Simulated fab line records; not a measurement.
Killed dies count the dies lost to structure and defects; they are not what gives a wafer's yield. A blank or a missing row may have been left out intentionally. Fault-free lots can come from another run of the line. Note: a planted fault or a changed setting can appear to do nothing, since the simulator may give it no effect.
3 desks looking at one fault + flow n5 finfet + each desk holds nothing but its own numbers, with what lay behind them at the end
Where a reading is given only as a bound, like >300, the bound stands for it, and a mean or a difference that rests on one is marked > or <: the true number lies beyond.

## FROM THE METROLOGY DESK
What the gauges read, lot by lot, whatever tool the lot ran on: means of the sampled wafers that have a number. A lot is out of limits, marked OUT, if its mean lies more than 4 standard deviations from the usual mean; the brackets give that distance. Of its 11 readings 7 are shown: those that lie furthest out on some lot.
Columns: A = cd nm at N5_HKMG_FIN_CD_MEAS_12, usual 93.0 nm; B = IOFF_N at N5_BEOL_M4_RC_MEAS_101, usual 0.145 nA/um; C = IOFF_P at N5_BEOL_M4_RC_MEAS_101, usual 0.20 nA/um; D = ION_P at N5_BEOL_M4_RC_MEAS_101, usual 462 uA/um; E = SS_N at N5_BEOL_M4_RC_MEAS_101, usual 71.3 mV/dec; F = SS_P at N5_BEOL_M4_RC_MEAS_101, usual 73.1 mV/dec; G = VT_P at N5_BEOL_M4_RC_MEAS_101, usual -251 mV
| lot  | first seen here | A    | B     | C    | D   | E    | F    | G    |
|------|-----------------|------|-------|------|-----|------|------|------|
| L109 | day 4 09:28     | 92.6 | 0.140 | 0.18 | 460 | 71.1 | 72.5 | -251 |
| L114 | day 5 13:47     | 94.5 | 0.152 | 0.24 | 466 | 71.8 | 73.2 | -247 |
| L115 | day 5 17:20     | 92.4 | 0.192 | 0.28 | 474 | 72.1 | 74.4 | -243 |
| L119 | day 6 17:41     | 93.7 | 0.122 | 0.19 | 461 | 70.7 | 72.1 | -250 |
| L121 | day 7 06:31     | 93.1 | 0.152 | 0.21 | 460 | 71.4 | 73.4 | -249 |
| L128 | day 9 04:52     | 93.4 | 0.151 | 0.19 | 463 | 70.6 | 73.1 | -254 |
| L130 | day 9 17:04     | 92.8 | 0.152 | 0.19 | 459 | 71.4 | 73.1 | -253 |
| L131 | day 9 17:59     | 93.1 | 0.140 | 0.20 | 460 | 71.5 | 73.2 | -249 |
| L132 | day 9 23:13     | 92.8 | 0.143 | 0.19 | 458 | 70.9 | 72.9 | -251 |
This desk's finding: nothing out of limits on any of the 9 lots.

## THE DEFECT DESK
Counts from the inspections along the route, per lot, as means over the sampled wafers that have a number. A lot is out of limits, marked OUT, if its mean lies more than 4 standard deviations from the usual mean; the brackets give that distance.
Columns: A = raw defect count at N5_HKMG_FIN_INSPECT_14, usual 2.1
| lot  | first seen here | A                      |
|------|-----------------|------------------------|
| L109 | day 4 09:31     | 2.0                    |
| L114 | day 5 13:50     | 1.7                    |
| L115 | day 5 17:23     | 2.3                    |
| L119 | day 6 17:45     | >101 (>+66) OUT        |
| L121 | day 7 06:34     | >198 (+99 or more) OUT |
| L128 | day 9 04:55     | 1.0                    |
| L130 | day 9 17:08     | 1.3                    |
| L131 | day 9 18:02     | 1.0                    |
| L132 | day 9 23:16     | 3.3                    |
This desk's verdict: out of limits on L119, L121, starting with L119 at day 6 17:45 (raw defect count at N5_HKMG_FIN_INSPECT_14). L109, L114, L115, L128, L130, L131, L132 stayed within limits.

## FOR THE TOOL OWNER'S DESK: thermal cvd si-02
The tool's own readings at N5_HKMG_FIN_CVD_62 (deposits a-Si from Si2H6, target thk 3 nm, time 20.8 s): means of the sampled wafers that have a number, for each lot that ran on this tool. A lot is out of limits, marked OUT, if its mean lies more than 4 standard deviations from the usual mean; the brackets give that distance.
Columns: A = heater power w at N5_HKMG_FIN_CVD_62, usual 1400 W
| lot  | first seen here | A    |
|------|-----------------|------|
| L109 | day 4 07:53     | 1499 |
| L115 | day 5 15:46     | 1474 |
| L119 | day 6 16:05     | 1501 |
| L121 | day 7 04:58     | 1507 |
| L130 | day 9 15:21     | 1470 |
| L131 | day 9 16:25     | 1512 |
This desk's finding: nothing out of limits on any of the 6 lots.

## ALL TOGETHER
The defect desk could have raised an alarm at day 6 17:45, on L119, L121.
From the metrology desk's view, nothing was out of limits.
The tool owner's desk saw nothing out of limits.
The metrology desk holds a record of L119, L121, inside its limits.
Tool owner's desk: L119, L121 on record, inside its limits.
Every lot named ran N5_HKMG_FIN_CVD_62 on thermal cvd si-02.

## WHAT THE SIMULATOR PUT IN
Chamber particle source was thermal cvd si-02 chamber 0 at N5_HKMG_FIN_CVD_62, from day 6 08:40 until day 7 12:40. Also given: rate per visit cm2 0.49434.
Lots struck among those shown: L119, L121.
Hours from the fault's start to each desk's first reading out of limits: the defect desk, 9.
